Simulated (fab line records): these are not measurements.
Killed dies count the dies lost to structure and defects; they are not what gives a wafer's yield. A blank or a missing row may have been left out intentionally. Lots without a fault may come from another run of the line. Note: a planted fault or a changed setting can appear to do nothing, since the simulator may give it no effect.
One fault seen from 3 desks    flow n5_finfet    numbers are kept per desk, each desk with only its own; the story behind them comes last

AT THE METROLOGY DESK
Means of the sampled wafers that have a number, per lot and without regard to the tool the lot ran on: this is what the gauges read. Any lot whose mean is over 4 standard deviations away from the usual mean is out of limits and marked OUT; that distance is given in the brackets.
Columns: A = cd_nm at N5_BEOL_M11_CD_MEAS_28, usual 69.6 nm; B = V10_OVL at N5_BEOL_M11_OVL_MEAS_29, usual -0.1 nm
lot   first seen here  A     B
L128  day 12 08:41     71.0  -0.1
L132  day 12 17:38     68.5  -1.1
L136  day 14 02:11     71.3  -1.1
L134  day 14 02:41     71.7  0.2
L138  day 14 12:29     69.1  0.2
L147  day 16 17:02     68.3  -0.2
Finding of this desk: none of the 6 lots has anything out of limits.

THE DEFECT DESK
Counts from the inspections along the route, per lot, as means over the sampled wafers that have a number. Any lot whose mean is over 4 standard deviations away from the usual mean is out of limits and marked OUT; that distance is given in the brackets.
Columns: A = raw_defect_count at N5_BEOL_M11_INSPECT_30, usual 432
lot   first seen here  A
L128  day 12 08:44     338
L132  day 12 17:41     580
L136  day 14 02:14     489
L134  day 14 02:44     457
L138  day 14 12:32     411
L147  day 16 17:05     369
Finding of this desk: none of the 6 lots has anything out of limits.

THE TOOL OWNER'S DESK: rie_diel-04
The tool's own readings at N5_BEOL_M11_ETCH_41 (etches SiCN in CH3F/O2, target depth 42.6 nm, time 86 s): means of the sampled wafers that have a number, for each lot that ran on this tool. Any lot whose mean is over 4 standard deviations away from the usual mean is out of limits and marked OUT; that distance is given in the brackets. Shown are 7 of the 8 readings it has, namely the first that went out of limits plus those furthest out on some lot.
Columns: A = drypump_motor_current_A at N5_BEOL_M11_ETCH_41, usual 5.7 A; B = mfc_ar_sccm at N5_BEOL_M11_ETCH_41, usual 150.0 sccm; C = oes_product_au at N5_BEOL_M11_ETCH_41, usual 0.80 a.u.; D = rf_fwd_power_W at N5_BEOL_M11_ETCH_41, usual 391.9 W; E = rf_vpp_V at N5_BEOL_M11_ETCH_41, usual 296.7 V; F = run_length_s at N5_BEOL_M11_ETCH_41, usual 109.4 s; G = showerhead_plenum_p_Torr at N5_BEOL_M11_ETCH_41, usual 1.97 Torr
lot   first seen here  A    B      C     D      E      F                G
L132  day 12 18:05     6.2  150.0  0.81  392.2  295.8  109.5            1.94
L136  day 14 02:44     5.9  149.9  0.84  392.0  296.9  102.4 (-19) OUT  2.00
L134  day 14 03:17     6.1  149.6  0.84  392.8  295.4  102.4 (-18) OUT  1.92
This desk's finding: out of limits on L134, L136; first on L136, day 14 02:44 (run_length_s at N5_BEOL_M11_ETCH_41). Within limits: L132.

ALL TOGETHER
The tool owner's desk could have raised an alarm at day 14 02:44, on L134, L136.
From the metrology desk's view, nothing was out of limits.
Nothing out of limits was seen by the defect desk.
The metrology desk has L134, L136 on record, within its limits.
The defect desk has L134, L136 on record, within its limits.
Of the lots named, all ran N5_BEOL_M11_ETCH_41 on rie_diel-04.

WHAT THE SIMULATOR HAD INSERTED
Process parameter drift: rie_diel-04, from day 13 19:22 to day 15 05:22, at N5_BEOL_M11_ETCH_41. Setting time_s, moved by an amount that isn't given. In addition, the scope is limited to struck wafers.
Lots struck among those shown: L134, L136.
Each desk's first reading out of limits, in hours after the fault started: the tool owner's desk, 7.
